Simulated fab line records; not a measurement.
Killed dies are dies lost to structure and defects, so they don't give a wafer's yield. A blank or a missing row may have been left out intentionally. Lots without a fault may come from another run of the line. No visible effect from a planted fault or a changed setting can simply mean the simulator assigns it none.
Split-lot experiment -- flow n5Finfet -- 39 wafers read across 7 lots, on a route 1938 steps long

== SPLIT DETAILS ==
At N5_HKMG_FIN_ETCH_31 (etches SiARC in CF4, target depth 45.5 nm, time 75.8 s), the setting biasW was moved away from the recipe's 36 W on 15 of the 39 wafers read, by -8.2% to +12.5%. All remaining wafers had this setting at the recipe value.

Reading taken at the split's own step.

== THE READING ==
rfVppV, in V, at N5_HKMG_FIN_ETCH_31 (etches SiARC in CF4, target depth 45.5 nm, time 75.8 s). Fault-free wafers of this fab line usually give 184.2 V, standard deviation 0.99 V.

wafer,"tool, chamber at the split","biasW as run, W",against the recipe,"rfVppV, V",against lot-mates on the recipe
L076.4,"rieDiel-01, 2",36,recipe,185.0,-
L076.5,"rieDiel-01, 1",36,recipe,185.2,-
L076.6,"rieDiel-01, 3",36,recipe,184.1,-
L078.1,"rieDiel-06, 1",40.5,+12.5%,198.0,+13.7
L078.2,"rieDiel-06, 2",36,recipe,183.5,-
L078.3,"rieDiel-06, 3",36,recipe,184.6,-
L078.4,"rieDiel-06, 0",36,recipe,184.7,-
L078.5,"rieDiel-06, 2",40.5,+12.5%,198.5,+14.2
L078.6,"rieDiel-06, 3",40.5,+12.5%,197.5,+13.2
L080.1,"rieDiel-06, 3",39.05,+8.5%,193.0,+9.6
L080.2,"rieDiel-06, 2",36,recipe,183.8,-
L080.3,"rieDiel-06, 1",36,recipe,183.3,-
L080.4,"rieDiel-06, 0",39.05,+8.5%,193.3,+9.9
L080.5,"rieDiel-06, 0",39.05,+8.5%,193.7,+10.3
L080.6,"rieDiel-06, 1",36,recipe,183.2,-
L084.1,"rieDiel-06, 2",36,recipe,184.6,-
L084.2,"rieDiel-06, 3",39.49,+9.7%,196.7,+12.4
L084.3,"rieDiel-06, 1",39.49,+9.7%,195.0,+10.7
L084.4,"rieDiel-06, 0",39.49,+9.7%,195.7,+11.4
L084.5,"rieDiel-06, 3",36,recipe,185.8,-
L084.6,"rieDiel-06, 2",36,recipe,182.4,-
L089.1,"rieDiel-01, 1",36,recipe,184.9,-
L089.2,"rieDiel-01, 0",36,recipe,182.6,-
L089.3,"rieDiel-01, 2",36,recipe,184.6,-
L089.4,"rieDiel-01, 3",36,recipe,184.2,-
L089.5,"rieDiel-01, 0",36,recipe,183.0,-
L089.6,"rieDiel-01, 1",36,recipe,183.8,-
L093.1,"rieDiel-06, 1",36,recipe,183.6,-
L093.2,"rieDiel-06, 3",39.44,+9.6%,196.1,+13.1
L093.3,"rieDiel-06, 0",39.44,+9.6%,195.2,+12.2
L093.4,"rieDiel-06, 2",36,recipe,182.5,-
L093.5,"rieDiel-06, 3",39.44,+9.6%,194.1,+11.1
L093.6,"rieDiel-06, 2",36,recipe,183.0,-
L097.1,"rieDiel-01, 2",36,recipe,186.4,-
L097.2,"rieDiel-01, 1",33.06,-8.2%,174.5,-10.4
L097.3,"rieDiel-01, 0",33.06,-8.2%,172.4,-12.5
L097.4,"rieDiel-01, 3",33.06,-8.2%,174.2,-10.7
L097.5,"rieDiel-01, 3",36,recipe,184.4,-
L097.6,"rieDiel-01, 0",36,recipe,184.0,-

THE FIT
A straight line over all 39 wafers: rfVppV changes by +1.17 V for each +1% of biasW; r = +0.99; the points scatter about the line by 0.98 V.
The same after taking each lot's own level away (the mean of its wafers on the recipe; 39 wafers): +1.21 V for each +1%; r = +0.99; scatter 0.95 V.
On that fit, the largest move of biasW shifts the reading by 15 V.
From 183.03 to 184.93 V: that is the span of the lots' own levels, equal to 1.9 times the standard deviation above.
Hence the lot-to-lot level has little effect on the slope; both slopes agree.
Check: for one of the wafers moved furthest among these (+12.5%), held out of the fit, the line's prediction against its lot-mates is +15.1 V. Against them it came out at +13.7 V.
Tool readings at the split's step, against how far the setting was moved: rfVppV r = +0.99.

== ADDITIONAL SPLITS CARRIED BY THESE WAFERS ==
Before the reading, these wafers also passed through other splits. Each is held against what the fit with the lots' levels taken away leaves over:
other split on the same wafers,wafers away from the commonest value,r with rfVppV (lot level and that fit taken away)
N5_SD_EPI_N_ETCH_35 timeS,9,-0.09
N5_SD_EPI_P_ETCH_37 sourceW,15,+0.13
N5_SD_ACTIVATION_LSA_01 tempC,15,-0.25

== FILE'S OWN FIT ==
rfVppV changes by +1.2 V for each +1% of biasW, r = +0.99.
